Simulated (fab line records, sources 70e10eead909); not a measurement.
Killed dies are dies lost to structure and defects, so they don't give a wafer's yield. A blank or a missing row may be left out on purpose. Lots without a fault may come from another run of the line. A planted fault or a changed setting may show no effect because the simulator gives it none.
Chamber matching | flow nand_harc | NHARC_A_STAIRCASE_CMP_152 on cmp-04: 4 sister chambers
The step polishes. 16 wafers are shown with their chamber, then 8 later ones without.

WAFERS WITH THEIR CHAMBER
wafer  | chamber | motor_current_A (A)
L075.1 | 2       | 11.5
L075.2 | 3       | 12.2
L075.6 | 0       | 8.6
L077.1 | 2       | 10.9
L077.2 | 0       | 8.3
L077.6 | 1       | 11.7
L081.2 | 0       | 8.4
L081.3 | 3       | 12.4
L081.4 | 2       | 10.2
L082.1 | 1       | 12.6
L082.2 | 2       | 11.5
L082.5 | 3       | 12.3
L083.3 | 3       | 12.5
L083.4 | 1       | 11.9
L083.6 | 2       | 11.6
L086.3 | 3       | 12.5

SIGNATURES (means of the wafers above)
reading         | chamber 0 | chamber 1 | chamber 2 | chamber 3 | scatter within a chamber
motor_current_A | 8.433     | 12.067    | 11.140    | 12.380    | 0.406
Rule: a wafer's distance from a chamber is the root of the sum, over the readings, of the square of ((its reading less the chamber's mean) divided by the reading's scatter). The wafer belongs to the nearest chamber; if the next one is less than 2 further off, it can't be placed. The scatter: the root of (the sum of the squares of (reading less its chamber's mean) over the shown wafers, divided by (wafers less chambers)).

WAFERS WITHOUT THEIR CHAMBER
wafer  | motor_current_A (A)
L086.4 | 8.3
L086.5 | 12.9
L093.1 | 12.6
L093.2 | 11.6
L093.4 | 8.3
L095.1 | 10.7
L095.2 | 11.8
L095.4 | 8.1

WHICH CHAMBER EACH WENT THROUGH
wafer  | from the rows above          | in truth
L086.4 | 0                            | 0
L086.5 | can't be placed: 3 or 1      | 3
L093.1 | can't be placed: 3 or 1      | 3
L093.2 | can't be placed: 2 or 1 or 3 | 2
L093.4 | 0                            | 0
L095.1 | 2                            | 2
L095.2 | can't be placed: 1 or 3 or 2 | 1
L095.4 | 0                            | 0
Placed correctly: 4 of 8. Can't be placed from these rows: 4 (the true chamber is among the candidates in 4). Placed wrongly: 0.
